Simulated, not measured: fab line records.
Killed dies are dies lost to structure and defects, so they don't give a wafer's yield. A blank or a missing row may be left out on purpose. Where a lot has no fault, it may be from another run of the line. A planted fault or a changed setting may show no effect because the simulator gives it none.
Which of the tools did it? -- flow n5-finfet -- 9 lots with 27 wafers sampled at 5 steps, on a route of 1938 steps

## WHAT THE GAUGES READ, wafer by wafer
N5_BEOL_M4_RC_MEAS_101.
lot,measured,on,DIBL_N (mV/V)
L672,day 7 20:13,prober-01,34.9 36.4 39.0
L675,day 8 21:05,prober-01,38.3 37.2 35.4
L678,day 10 10:13,prober-02,31.4 31.9 34.2
L680,day 10 14:48,prober-02,38.0 36.2 37.5
L687,day 12 11:10,prober-01,34.2 35.1 39.3
L689,day 12 21:01,prober-01,40.7 42.5 36.0
L692,day 13 10:51,prober-01,36.5 32.8 35.4
L693,day 14 04:37,prober-02,36.8 37.1 37.0
L695,day 14 07:26,prober-01,28.6 32.5 32.1

## WHAT TOOL EACH LOT RAN ON (gives the tool, then ch and the chambers of the sampled wafers, and finally the start)
lot,N5_GATE_CUT_VAPOR_ETCH_49,N5_MOL_CONTACT_COAG_ETCH_15,N5_MOL_CONTACT_COAG_PRE_CLEAN_142,N5_MOL_CONTACT_COAG_SPUTTER_130
L672,"rie-metal-03 ch 0,1, day 4 11:40","rie-diel-06 ch 1,2,3, day 4 15:04","pvd-sputter-03, day 4 21:56","pvd-sputter-03, day 4 22:00"
L675,"rie-metal-02 ch 0,1, day 5 05:32","rie-diel-06 ch 0,3, day 5 09:37","pvd-sputter-02, day 5 14:44","pvd-sputter-02, day 5 14:47"
L678,"rie-metal-01 ch 0, day 6 05:50","rie-diel-01 ch 0,1,2, day 6 09:50","pvd-sputter-02, day 6 16:19","pvd-sputter-02, day 6 16:22"
L680,"rie-metal-01 ch 0,1, day 6 12:07","rie-diel-06 ch 0,1,2, day 6 16:13","pvd-sputter-01, day 7 00:47","pvd-sputter-01, day 7 00:50"
L687,"rie-metal-01 ch 0, day 8 08:56","rie-diel-04 ch 0,1,2, day 8 12:24","pvd-sputter-02, day 8 16:22","pvd-sputter-02, day 8 16:25"
L689,"rie-metal-02 ch 0,1, day 8 18:08","rie-diel-01 ch 0,2,3, day 8 21:48","pvd-sputter-01, day 9 01:59","pvd-sputter-01, day 9 02:02"
L692,"rie-metal-03 ch 0,1, day 9 13:37","rie-diel-04 ch 2,3, day 9 17:02","pvd-sputter-01, day 9 22:35","pvd-sputter-01, day 9 22:39"
L693,"rie-metal-03 ch 0,1, day 10 00:08","rie-diel-01 ch 0,1,2, day 10 03:52","pvd-sputter-01, day 10 10:40","pvd-sputter-01, day 10 10:44"
L695,"rie-metal-01 ch 0,1, day 10 05:45","rie-diel-04 ch 0,2,3, day 10 09:09","pvd-sputter-03, day 10 14:41","pvd-sputter-03, day 10 14:45"
- N5_GATE_CUT_VAPOR_ETCH_49: etches TiAlC in BCl3/Cl2.
- N5_MOL_CONTACT_COAG_ETCH_15: etches SiNx in CH3F/O2, stops on Si:P, target depth 7 nm.
- N5_MOL_CONTACT_COAG_PRE_CLEAN_142: time 60 s.
- N5_MOL_CONTACT_COAG_SPUTTER_130: material Co, target thk 47.5 nm.

## THE ANSWER, worked out from the rows above alone
Rule: usual is defined by the lots themselves. Put in order of their means at a reading, lots are off if they are a third of the lots or fewer, leave a main group of 4 or more, and stand apart from it by a gap of 3 or more times the standard deviation of the main group's means; of several such gaps the widest counts. If all means in a main group match to the digits the tables above print for the reading, that group is not used. Also off: a lot with no number at a reading for which 4 or more lots have one. Any other lot the step has rows for is counted as sound.
Across all readings shown, no lot is off: no conclusion can be drawn from this.

## WHAT HAD BEEN PUT IN BY THE SIMULATOR
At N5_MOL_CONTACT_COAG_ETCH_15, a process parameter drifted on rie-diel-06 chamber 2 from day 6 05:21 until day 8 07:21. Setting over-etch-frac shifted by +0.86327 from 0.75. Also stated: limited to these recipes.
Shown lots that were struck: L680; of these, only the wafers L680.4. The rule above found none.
